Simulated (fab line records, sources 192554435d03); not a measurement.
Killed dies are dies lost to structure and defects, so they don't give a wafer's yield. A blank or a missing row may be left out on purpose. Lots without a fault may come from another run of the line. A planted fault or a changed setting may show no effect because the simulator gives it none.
Chamber matching | flow n5_finfet | N5_BEOL_M6_DESCUM_33 on rie_diel-01: 4 sister chambers
The step chemistry O2, time 7 s. 22 wafers are shown with their chamber, then 11 later ones without.

WAFERS WITH THEIR CHAMBER
wafer  | chamber | drypump_motor_current_A (A) | showerhead_plenum_p_Torr (Torr) | throttle_valve_pct (%)
L077.1 | 0       | 5.8                         | 2.14                            | 20.46
L077.4 | 1       | 5.0                         | 2.15                            | 20.88
L077.5 | 3       | 5.6                         | 2.11                            | 20.28
L081.1 | 2       | 5.9                         | 2.27                            | 20.71
L081.3 | 0       | 5.8                         | 2.14                            | 20.47
L081.6 | 1       | 5.0                         | 2.15                            | 20.86
L083.1 | 2       | 5.9                         | 2.27                            | 20.72
L083.2 | 0       | 5.8                         | 2.14                            | 20.46
L083.3 | 1       | 5.0                         | 2.15                            | 20.90
L082.1 | 3       | 5.6                         | 2.11                            | 20.30
L082.4 | 1       | 5.0                         | 2.15                            | 20.90
L082.5 | 2       | 5.9                         | 2.27                            | 20.73
L090.2 | 0       | 5.8                         | 2.13                            | 20.49
L090.5 | 2       | 5.9                         | 2.26                            | 20.73
L090.6 | 3       | 5.6                         | 2.10                            | 20.32
L091.2 | 1       | 5.1                         | 2.14                            | 20.42
L091.5 | 0       | 5.8                         | 2.13                            | 20.52
L091.6 | 3       | 5.6                         | 2.10                            | 20.35
L092.1 | 1       | 5.0                         | 2.14                            | 20.43
L092.2 | 0       | 5.8                         | 2.13                            | 20.52
L092.5 | 2       | 5.9                         | 2.26                            | 20.76
L094.3 | 0       | 5.8                         | 2.13                            | 20.53

SIGNATURES (means of the wafers above)
reading                  | chamber 0 | chamber 1 | chamber 2 | chamber 3 | scatter within a chamber
drypump_motor_current_A  | 5.800     | 5.017     | 5.900     | 5.600     | 0.0215
showerhead_plenum_p_Torr | 2.1343    | 2.1467    | 2.2660    | 2.1050    | 0.0054
throttle_valve_pct       | 20.4929   | 20.7317   | 20.7300   | 20.3125   | 0.128
Rule: a wafer's distance from a chamber is the root of the sum, over the readings, of the square of ((its reading less the chamber's mean) divided by the reading's scatter). The wafer belongs to the nearest chamber; if the next one is less than 2 further off, it can't be placed. The scatter: the root of (the sum of the squares of (reading less its chamber's mean) over the shown wafers, divided by (wafers less chambers)).

WAFERS WITHOUT THEIR CHAMBER
wafer  | drypump_motor_current_A (A) | showerhead_plenum_p_Torr (Torr) | throttle_valve_pct (%)
L094.4 | 5.0                         | 2.14                            | 20.45
L094.5 | 5.6                         | 2.10                            | 20.35
L095.1 | 5.6                         | 2.10                            | 20.34
L095.4 | 5.9                         | 2.26                            | 20.76
L095.6 | 5.8                         | 2.13                            | 20.54
L096.2 | 5.8                         | 2.13                            | 20.53
L096.3 | 5.0                         | 2.14                            | 20.44
L096.4 | 5.6                         | 2.10                            | 20.34
L097.1 | 5.6                         | 2.10                            | 20.33
L097.3 | 5.0                         | 2.14                            | 20.45
L097.6 | 5.0                         | 2.14                            | 20.44

WHICH CHAMBER EACH WENT THROUGH
wafer  | from the rows above | in truth
L094.4 | 1                   | 1
L094.5 | 3                   | 3
L095.1 | 3                   | 3
L095.4 | 2                   | 2
L095.6 | 0                   | 0
L096.2 | 0                   | 0
L096.3 | 1                   | 1
L096.4 | 3                   | 3
L097.1 | 3                   | 3
L097.3 | 1                   | 1
L097.6 | 1                   | 1
Placed correctly: 11 of 11. Can't be placed from these rows: 0. Placed wrongly: 0.
